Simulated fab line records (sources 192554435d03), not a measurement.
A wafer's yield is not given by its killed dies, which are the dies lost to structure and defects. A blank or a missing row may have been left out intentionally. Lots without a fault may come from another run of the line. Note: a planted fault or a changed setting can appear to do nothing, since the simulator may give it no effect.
Chamber matching | flow n5-finfet | N5_BEOL_M7_DESCUM_33 on rie-diel-04: 4 sister chambers
The step chemistry O2, time 7 s. 8 wafers are shown with their chamber, then 10 later ones without.

## WAFERS, EACH WITH ITS CHAMBER
wafer  | chamber | showerhead-plenum-p-Torr (Torr) | drypump-motor-current-A (A)
L085.1 | 2       | 2.01                            | 5.7
L085.2 | 3       | 2.10                            | 5.4
L085.3 | 1       | 2.15                            | 5.6
L085.4 | 0       | 2.05                            | 6.3
L085.5 | 1       | 2.15                            | 5.6
L085.6 | 0       | 2.05                            | 6.3
L086.3 | 2       | 2.01                            | 5.6
L086.4 | 3       | 2.09                            | 5.5

## WAFERS MISSING THEIR CHAMBER
wafer  | showerhead-plenum-p-Torr (Torr) | drypump-motor-current-A (A)
L086.5 | 2.15                            | 5.6
L090.1 | 2.15                            | 5.6
L090.2 | 2.01                            | 5.6
L090.6 | 2.01                            | 5.6
L094.1 | 2.04                            | 6.3
L094.5 | 2.04                            | 6.3
L094.6 | 2.09                            | 5.4
L096.1 | 2.04                            | 6.3
L096.2 | 2.09                            | 5.4
L096.3 | 2.00                            | 5.6

## WHICH CHAMBER EACH ONE RAN IN
wafer  | from the rows above | in truth
L086.5 | 1                   | 1
L090.1 | 1                   | 1
L090.2 | 2                   | 2
L090.6 | 2                   | 2
L094.1 | 0                   | 0
L094.5 | 0                   | 0
L094.6 | 3                   | 3
L096.1 | 0                   | 0
L096.2 | 3                   | 3
L096.3 | 2                   | 2
Correctly placed: 10 of 10. Left unplaced by these rows: 0. Placed wrongly: 0.
How it was worked out, from the rows above alone: a wafer's distance from a chamber is the root of the sum, over the readings, of the square of ((its reading less the chamber's mean) divided by the reading's scatter). If the next closest chamber is less than 2 further off than the closest, the wafer can't be placed; otherwise it belongs to the closest. For every chamber, the mean is computed from those of its wafers that are shown. How the scatter is found: for the shown wafers, subtract from each reading the mean of its chamber, square and add these, divide the total by (wafers less chambers), then take the root.
